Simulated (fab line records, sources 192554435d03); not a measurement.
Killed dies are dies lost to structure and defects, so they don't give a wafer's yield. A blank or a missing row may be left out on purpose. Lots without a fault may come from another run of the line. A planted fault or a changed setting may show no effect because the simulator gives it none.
Which tool did it? | flow n5_finfet | 11 lots, 31 wafers sampled, at 5 steps of a route of 1938

WHAT THE GAUGES READ, wafer by wafer
N5_BEOL_M4_RC_MEAS_101. Usual: DIBL_N 36.0 mV/V, standard deviation 2; DIBL_P 36.2 mV/V, standard deviation 2.2; IOFF_N 0.16 nA/um, standard deviation 0.034; IOFF_P 0.21 nA/um, standard deviation 0.04; ION_N 675 uA/um, standard deviation 12; ION_P 463 uA/um, standard deviation 7.2; SS_N 71.6 mV/dec, standard deviation 0.6; SS_P 73.3 mV/dec, standard deviation 0.67; VT_N 250 mV, standard deviation 3; VT_P -251 mV, standard deviation 3.4.
lot  | measured     | on        | DIBL_N (mV/V)  | DIBL_P (mV/V)  | IOFF_N (nA/um) | IOFF_P (nA/um) | ION_N (uA/um) | ION_P (uA/um) | SS_N (mV/dec)  | SS_P (mV/dec)  | VT_N (mV)   | VT_P (mV)      | flag
L507 | day 8 01:43  | prober-02 | 37.7 35.6 35.6 | 36.6 34.6 34.4 | 0.17 0.12 0.14 | 0.21 0.18 0.18 | 670 662 650   | 452 457 451   | 72.3 72.2 71.8 | 74.3 73.1 73.6 | 251 253 250 | -252 -255 -256 |
L508 | day 8 10:36  | prober-01 | 38.6 37.0 36.2 | 39.1 37.7 36.8 | 0.22 0.19 0.18 | 0.26 0.24 0.22 | 692 684 683   | 468 467 464   | 71.6 71.2 71.8 | 73.7 73.8 73.9 | 248 246 245 | -250 -248 -250 |
L509 | day 8 20:47  | prober-02 | 33.9 35.8 33.0 | 35.7 37.6 34.6 | 0.13 0.15 0.11 | 0.18 0.19 0.16 | 667 680 648   | 460 460 445   | 71.1 71.4 71.1 | 73.1 73.6 72.9 | 251 248 255 | -252 -253 -255 |
L510 | day 9 01:07  | prober-02 | 36.7 34.7 35.8 | 38.3 36.3 37.5 | 0.18 0.15 0.16 | 0.23 0.20 0.21 | 680 669 669   | 465 461 460   | 71.9 71.4 71.4 | 72.7 72.7 72.5 | 249 251 248 | -249 -252 -252 |
L511 | day 9 06:21  | prober-02 | 35.2 36.7 34.6 | 35.2 36.1 35.2 | 0.14 0.16 0.13 | 0.18 0.18 0.17 | 681 673 665   | 460 455 461   | 71.1 71.7 70.6 | 73.5 72.3 72.1 | 251 251 250 | -251 -254 -252 |
L518 | day 11 02:45 | prober-01 | 40.9 40.6      | 40.8 40.0      | 0.20 0.20      | 0.26 0.25      | 700 687       | 469 466       | 71.1 71.7      | 75.2 74.1      | 247 247     | -249 -249      |
L520 | day 11 09:48 | prober-01 | 37.6 35.4      | 38.4 36.5      | 0.19 0.17      | 0.25 0.22      | 678 679       | 467 470       | 71.1 71.9      | 73.8 73.1      | 250 249     | -248 -248      |
L521 | day 12 04:51 | prober-02 | 34.6 37.4 34.8 | 34.6 38.7 35.9 | 0.13 0.17 0.13 | 0.19 0.25 0.21 | 669 674 665   | 464 462 458   | 71.6 72.4 72.0 | 72.6 74.2 73.4 | 253 249 253 | -252 -248 -250 |
L522 | day 12 04:16 | prober-01 | 35.6 39.0 35.0 | 35.2 39.3 34.8 | 0.16 0.24 0.16 | 0.23 0.31 0.22 | 679 697 673   | 463 477 461   | 71.4 72.2 71.5 | 73.3 74.0 73.1 | 251 246 249 | -246 -245 -247 |
L527 | day 13 21:14 | prober-02 | 38.0 38.9 38.2 | 38.2 39.1 38.4 | 0.18 0.20 0.18 | 0.23 0.27 0.23 | 675 683 682   | 462 470 469   | 71.4 72.0 72.5 | 74.1 74.2 74.7 | 250 248 248 | -248 -247 -247 |
L529 | day 13 23:46 | prober-01 | 39.8 35.9 35.3 | 39.3 36.6 35.1 | 0.24 0.17 0.15 | 0.29 0.23 0.21 | 696 690 669   | 470 464 467   | 72.4 71.0 71.4 | 74.2 72.5 72.7 | 243 247 251 | -246 -247 -252 |

WHICH TOOL RAN EACH LOT (tool, then ch and the chambers of the sampled wafers, then the start)
lot  | N5_BEOL_M2_ALD_84                   | N5_BEOL_M2_CVD_47                | N5_BEOL_M2_SPUTTER_48        | N5_BEOL_M2_SPUTTER_79
L507 | ald_metal-03 ch 0,2,3, day 6 20:28  | cvd_co-02 ch 0,1,2, day 6 20:51  | pvd_sputter-03, day 6 21:08  | pvd_sputter-03, day 6 21:21
L508 | ald_metal-02 ch 1,2,3, day 7 05:05  | cvd_co-01 ch 0,1,2, day 7 05:29  | pvd_sputter-03, day 7 05:54  | pvd_sputter-03, day 7 06:07
L509 | ald_metal-04 ch 1,2,3, day 7 14:05  | cvd_co-02 ch 1,2, day 7 14:28    | pvd_sputter-01, day 7 14:43  | pvd_sputter-01, day 7 14:56
L510 | ald_metal-02 ch 0,1,3, day 7 21:52  | cvd_co-02 ch 0,1, day 7 22:51    | pvd_sputter-01, day 7 23:05  | pvd_sputter-01, day 7 23:19
L511 | ald_metal-04 ch 0,3, day 8 02:05    | cvd_co-02 ch 0,1,2, day 8 02:28  | pvd_sputter-03, day 8 02:43  | pvd_sputter-03, day 8 02:56
L518 | ald_metal-03 ch 0,2, day 9 12:02    | cvd_co-02 ch 0,2, day 9 12:23    | pvd_sputter-03, day 9 12:45  | pvd_sputter-03, day 9 12:58
L520 | ald_metal-02 ch 0,2, day 10 05:28   | cvd_co-02 ch 1,2, day 10 05:53   | pvd_sputter-02, day 10 06:10 | pvd_sputter-02, day 10 06:23
L521 | ald_metal-04 ch 1,2, day 10 18:34   | cvd_co-01 ch 0,1, day 10 18:55   | pvd_sputter-02, day 10 19:19 | pvd_sputter-02, day 10 19:32
L522 | ald_metal-02 ch 0,1,3, day 10 22:10 | cvd_co-01 ch 0,1, day 10 22:44   | pvd_sputter-03, day 10 23:01 | pvd_sputter-03, day 10 23:14
L527 | ald_metal-04 ch 1,2, day 11 22:33   | cvd_co-01 ch 0,1,2, day 11 22:53 | pvd_sputter-02, day 11 23:08 | pvd_sputter-02, day 11 23:22
L529 | ald_metal-04 ch 1,2, day 12 07:17   | cvd_co-01 ch 0,1, day 12 07:38   | pvd_sputter-02, day 12 07:48 | pvd_sputter-02, day 12 08:01
- N5_BEOL_M2_ALD_84: deposits TaN, pulse time 2 s, purge time 3 s, co reactant purge time 2 s.
- N5_BEOL_M2_CVD_47: deposits Co from CCTBA/H2, target thk 3 nm, time 223.8 s.
- N5_BEOL_M2_SPUTTER_48: material Cu, target thk 4.5 nm, time 8.29 s.
- N5_BEOL_M2_SPUTTER_79: material Cu, target thk 4.5 nm, time 8.29 s.

WHAT THE TOOLS THEMSELVES READ (means of the sampled wafers that have a number; where no wafer has one, the mark that the record gives instead)
N5_BEOL_M2_ALD_84. Usual: heater_power_w 398 W, standard deviation 36.
lot  | tool         | heater_power_w (W) | flag
L507 | ald_metal-03 | 381                |
L508 | ald_metal-02 | 389                |
L509 | ald_metal-04 | 410                |
L510 | ald_metal-02 | 430                |
L511 | ald_metal-04 | 392                |
L518 | ald_metal-03 | 400                |
L520 | ald_metal-02 | 432                |
L521 | ald_metal-04 | 408                |
L522 | ald_metal-02 | 430                |
L527 | ald_metal-04 | 406                |
L529 | ald_metal-04 | 406                |

N5_BEOL_M2_CVD_47. Usual: run_length_s 246.7 s, standard deviation 0.5.
lot  | tool      | run_length_s (s) | flag
L507 | cvd_co-02 | 246.6            |
L508 | cvd_co-01 | 247.0            |
L509 | cvd_co-02 | 246.5            |
L510 | cvd_co-02 | 246.9            |
L511 | cvd_co-02 | 246.7            |
L518 | cvd_co-02 | 247.4            |
L520 | cvd_co-02 | 247.6            |
L521 | cvd_co-01 | 246.5            |
L522 | cvd_co-01 | 246.7            |
L527 | cvd_co-01 | 246.9            |
L529 | cvd_co-01 | 246.9            |

N5_BEOL_M2_SPUTTER_48. Usual: throttle_valve_pct 30.0 %, standard deviation 1.
lot  | tool           | throttle_valve_pct (%) | flag
L507 | pvd_sputter-03 | 29.0                   |
L508 | pvd_sputter-03 | 29.5                   |
L509 | pvd_sputter-01 | 30.4                   |
L510 | pvd_sputter-01 | 30.5                   |
L511 | pvd_sputter-03 | 28.9                   |
L518 | pvd_sputter-03 | 29.9                   |
L520 | pvd_sputter-02 | 31.1                   |
L521 | pvd_sputter-02 | 31.0                   |
L522 | pvd_sputter-03 | 29.6                   |
L527 | pvd_sputter-02 | 30.2                   |
L529 | pvd_sputter-02 | 31.4                   |

N5_BEOL_M2_SPUTTER_79. Usual: throttle_valve_pct 30.0 %, standard deviation 1.
lot  | tool           | throttle_valve_pct (%) | flag
L507 | pvd_sputter-03 | 28.9                   |
L508 | pvd_sputter-03 | 29.4                   |
L509 | pvd_sputter-01 | 30.1                   |
L510 | pvd_sputter-01 | 30.5                   |
L511 | pvd_sputter-03 | 28.9                   |
L518 | pvd_sputter-03 | 29.9                   |
L520 | pvd_sputter-02 | 31.4                   |
L521 | pvd_sputter-02 | 31.0                   |
L522 | pvd_sputter-03 | 29.6                   |
L527 | pvd_sputter-02 | 30.2                   |
L529 | pvd_sputter-02 | 31.2                   |

THE ANSWER, worked out from the rows above alone
Rule: a lot is off if the mean of its wafers that have a number lies more than 3 standard deviations from the usual mean. A lot without any number at a reading at which 4 lots or more have one is off too. The other lots that the step has rows for count as sound. The gauges are gone through in route order, then the tools' own readings, and for those a lot's mean is taken as printed above. The first step at which some lot is off is used, and at that step the reading that is off furthest; a lot without a number counts as furthest.
No lot is off at any reading shown: from this, nothing can be told.

WHAT THE SIMULATOR HAD PUT IN
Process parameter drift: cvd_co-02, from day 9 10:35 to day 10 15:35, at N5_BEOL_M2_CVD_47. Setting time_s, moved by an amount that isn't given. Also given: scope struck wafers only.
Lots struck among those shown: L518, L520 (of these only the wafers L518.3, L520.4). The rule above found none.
